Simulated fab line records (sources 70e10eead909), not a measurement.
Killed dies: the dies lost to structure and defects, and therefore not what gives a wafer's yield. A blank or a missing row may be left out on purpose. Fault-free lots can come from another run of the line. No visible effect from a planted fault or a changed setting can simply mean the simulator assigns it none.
What tool caused it? ; flow nandHarc ; Sampling: 14 lots, 41 wafers, 5 of 1302 route steps

== WHAT THE GAUGES SHOWED, per wafer ==
NHARC_HYBRID_BOND_INSPECT_06: inspects for defects (ir void). Usual: rawDefectCount 88, standard deviation 42.
lot;measured;on;rawDefectCount;flag
L478;day 23 13:36;defectInspect-02;150 138 150;
L479;day 26 18:11;defectInspect-02;100 128 131;
L480;day 24 06:34;defectInspect-02;53 83 66;
L482;day 25 02:45;defectInspect-01;24 19 19;
L483;day 25 13:52;defectInspect-01;78 64 66;
L484;day 27 01:31;defectInspect-01;115 121 121;
L485;day 26 18:12;defectInspect-01;25 30 22;
L487;day 27 11:19;defectInspect-01;134 124 145;
L488;day 27 11:18;defectInspect-02;52 48 48;
L489;day 28 11:05;defectInspect-02;26 29 30;
L491;day 29 14:59;defectInspect-01;67 85 70;
L495;day 30 08:34;defectInspect-01;121;
L496;day 30 02:38;defectInspect-01;73 78;
L497;day 31 05:43;defectInspect-01;110;

NHARC_END_SORT_01. Usual: killedAtArray 55, standard deviation 22; killedAtOther 1.1, standard deviation 1.4; killedAtPeriphery 4, standard deviation 3.2; killedDies 59, standard deviation 22; killedOpen 3.3, standard deviation 1.8; killedShort 2.5, standard deviation 1.5.
lot;measured;on;killedAtArray;killedAtOther;killedAtPeriphery;killedDies;killedOpen;killedShort;flag
L495;day 31 05:25;prober-01;66 85 71;2 0 5;609 2 601;677 87 677;3 1 3;2 2 3;OFF
L496;day 31 01:24;prober-02;27 24 47;0 0 1;650 6 10;677 30 58;4 1 5;7 2 2;OFF
L497;day 32 00:50;prober-02;81 57;0 1;2 619;83 677;4 3;0 5;OFF

== TOOL THAT RAN EACH LOT (tool first, then ch and the chambers of the sampled wafers, then the start) ==
lot;NHARC_P_GATE_DEVELOP_45;NHARC_THIN_TSV_DEP_43;NHARC_THIN_TSV_ETCH_44
L478;lithoTrack-02 ch 0, day 5 17:00;pecvd-04 ch 0,1,2, day 23 15:28;rieDiel-01 ch 2,3, day 23 16:32
L479;lithoTrack-03 ch 0, day 5 18:00;pecvd-04 ch 0,1,2, day 26 20:02;rieDiel-07 ch 1,2,3, day 26 21:08
L480;lithoTrack-07 ch 0, day 6 10:00;pecvd-03 ch 0,2, day 24 08:28;rieDiel-07 ch 1, day 24 09:40
L482;lithoTrack-02 ch 0, day 7 02:00;pecvd-02 ch 1,2, day 25 04:37;rieDiel-07 ch 2,3, day 25 05:42
L483;lithoTrack-03 ch 0, day 7 13:00;pecvd-03 ch 0,1, day 25 15:46;rieDiel-07 ch 1,2,3, day 25 16:49
L484;lithoTrack-02 ch 0, day 8 03:00;pecvd-02 ch 0,1,2, day 27 03:25;rieDiel-01 ch 0,1,2, day 27 04:33
L485;lithoTrack-02 ch 0, day 8 10:00;pecvd-02 ch 0,1,2, day 26 21:17;rieDiel-01 ch 0,1,3, day 26 22:26
L487;lithoTrack-03 ch 0, day 9 14:00;pecvd-03 ch 1,2, day 27 15:35;rieDiel-01 ch 1,2,3, day 27 16:39
L488;lithoTrack-02 ch 0, day 9 16:00;pecvd-02 ch 0,1, day 27 14:25;rieDiel-01 ch 0,1,3, day 27 15:30
L489;lithoTrack-07 ch 0, day 10 11:00;pecvd-02 ch 0,1, day 28 12:57;rieDiel-07 ch 1,3, day 28 14:05
L491;lithoTrack-02 ch 0, day 11 10:00;pecvd-04 ch 0,2, day 29 16:50;rieDiel-04 ch 0,1,3, day 29 17:58
L495;lithoTrack-02 ch 0, day 12 10:00;pecvd-03 ch 1, day 30 10:37;rieDiel-04 ch 3, day 30 11:26
L496;lithoTrack-02 ch 0, day 12 19:00;pecvd-02 ch 0,1, day 30 05:41;rieDiel-01 ch 2,3, day 30 06:47
L497;lithoTrack-02 ch 0, day 13 07:00;pecvd-04 ch 1, day 31 07:37;rieDiel-07 ch 0, day 31 08:39
- NHARC_P_GATE_DEVELOP_45: time 70 s.
- NHARC_THIN_TSV_DEP_43: deposits SiO2, target thk 1328.5 nm.
- NHARC_THIN_TSV_ETCH_44: etches the open film in CF4/O2, target depth 1594.2 nm, time 797.1 s.

== AS READ BY THE TOOLS THEMSELVES (means over the sampled wafers that have a number; for cases with no such wafer, the mark the record gives instead) ==
NHARC_THIN_TSV_DEP_43. Usual: chamberPressureTorr 6.501 Torr, standard deviation 0.015; throttleValvePct 15.9 %, standard deviation 0.51.
lot;tool;chamberPressureTorr (Torr);throttleValvePct (%);flag
L478;pecvd-04;6.506;15.8;
L479;pecvd-04;6.496;16.0;
L480;pecvd-03;6.498;16.0;
L482;pecvd-02;6.492;16.1;
L483;pecvd-03;6.514;15.8;
L484;pecvd-02;6.498;15.4;
L485;pecvd-02;6.503;15.6;
L487;pecvd-03;6.503;16.4;
L488;pecvd-02;6.511;15.5;
L489;pecvd-02;6.514;15.6;
L491;pecvd-04;6.513;15.8;
L495;pecvd-03;6.522;16.5;
L496;pecvd-02;6.502;15.5;
L497;pecvd-04;6.501;15.8;

NHARC_THIN_TSV_ETCH_44. Usual: drypumpMotorCurrentA 5.8 A, standard deviation 0.47; oesProductAu 0.999 a.u., standard deviation 0.0096; rfVppV 795 V, standard deviation 4.7; showerheadPlenumPTorr 1.84 Torr, standard deviation 0.078; throttleValvePct 16.915 %, standard deviation 0.0094.
lot;tool;drypumpMotorCurrentA (A);oesProductAu (a.u.);rfVppV (V);showerheadPlenumPTorr (Torr);throttleValvePct (%);flag
L478;rieDiel-01;5.7;1.001;798;1.89;16.913;
L479;rieDiel-07;6.2;1.003;791;1.78;16.915;
L480;rieDiel-07;5.8;1.007;789;1.74;16.904;
L482;rieDiel-07;6.3;1.012;791;1.77;16.913;
L483;rieDiel-07;6.2;1.004;792;1.78;16.916;
L484;rieDiel-01;5.3;1.006;798;1.90;16.918;
L485;rieDiel-01;5.5;1.002;797;1.88;16.916;
L487;rieDiel-01;5.6;1.001;799;1.91;16.909;
L488;rieDiel-01;5.4;1.000;797;1.88;16.918;
L489;rieDiel-07;6.1;1.007;789;1.73;16.918;
L491;rieDiel-04;5.7;0.987;798;1.89;16.915;
L495;rieDiel-04;6.1;0.991;800;1.95;16.913;
L496;rieDiel-01;5.8;1.012;798;1.88;16.907;
L497;rieDiel-07;6.0;0.984;789;1.75;16.904;

== THE ANSWER, worked out from the rows above alone ==
Rule: a lot is off if the mean of its wafers that have a number lies more than 3 standard deviations from the usual mean. A lot without any number at a reading at which 4 lots or more have one is off too. The other lots that the step has rows for count as sound. The gauges are gone through in route order, then the tools' own readings, and for those a lot's mean is taken as printed above. At the first step where some lot is off, the reading lying furthest off is the one used; lots without a number count as furthest.
Off at NHARC_END_SORT_01 (killedAtPeriphery): L495, L496, L497. Neither off nor sound, because the step has no rows for them: L478, L479, L480, L482, L483, L484, L485, L487, L488, L489, L491.
If a tool, at a process step before that reading, ran all the lots that are off and no sound lot after the first of them, it fits. Gauges at NHARC_END_SORT_01: tried the same way as those tools. One candidate fits, namely lithoTrack-02 at NHARC_P_GATE_DEVELOP_45. It ran no sound lot before its first lot that is off in this sample, so the start can't be narrowed down.

== WHAT THE SIMULATOR HAD PUT IN ==
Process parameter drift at NHARC_P_GATE_DEVELOP_45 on lithoTrack-02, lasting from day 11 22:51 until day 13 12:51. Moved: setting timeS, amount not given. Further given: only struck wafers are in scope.
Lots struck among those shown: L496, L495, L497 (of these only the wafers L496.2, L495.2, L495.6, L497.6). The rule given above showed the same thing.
